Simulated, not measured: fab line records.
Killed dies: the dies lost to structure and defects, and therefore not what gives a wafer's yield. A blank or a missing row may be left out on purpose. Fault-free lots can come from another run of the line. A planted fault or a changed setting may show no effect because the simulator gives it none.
Matching of chambers ; flow nand_harc ; 4 sister chambers for NHARC_P_M1_CMP_23 on cmp-01
The step polishes, t overpolish 20 s, target thk 157.82 nm. 8 wafers are shown with their chamber, then 8 later ones without.

== WAFERS WITH THEIR CHAMBER ==
wafer;chamber;motor_current_A (A);time_to_endpoint_s (s)
L082.4;0;10.7;31.6
L083.1;3;12.5;28.3
L086.1;1;13.3;26.7
L086.2;3;11.9;30.4
L086.3;0;10.7;31.4
L087.5;2;13.8;25.3
L087.6;1;13.6;26.8
L091.1;2;13.7;27.3

== WAFERS MISSING THEIR CHAMBER ==
wafer;motor_current_A (A);time_to_endpoint_s (s)
L091.3;13.6;25.6
L091.4;12.3;29.1
L094.2;12.3;28.0
L094.3;12.6;23.8
L094.4;11.0;31.5
L097.1;10.9;27.5
L097.2;11.1;30.7
L097.3;13.1;25.6

== CHAMBER TAKEN BY EACH ==
wafer;from the rows above;in truth
L091.3;can't be placed: 2 or 1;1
L091.4;3;3
L094.2;3;3
L094.3;can't be placed: 1 or 2 or 3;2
L094.4;0;0
L097.1;can't be placed: 0 or 3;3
L097.2;0;0
L097.3;can't be placed: 1 or 2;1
Correct placement for 4 of the 8. Unplaceable from these rows: 4, with the true chamber sitting among the candidates in 4. Placed wrongly: 0.
How it was worked out, from the rows above alone: a wafer's distance from a chamber is the root of the sum, over the readings, of the square of ((its reading less the chamber's mean) divided by the reading's scatter). The wafer belongs to the nearest chamber; if the next one is less than 2 further off, it can't be placed. Each chamber's mean is taken over the wafers shown for it. The scatter: the root of (the sum of the squares of (reading less its chamber's mean) over the shown wafers, divided by (wafers less chambers)).
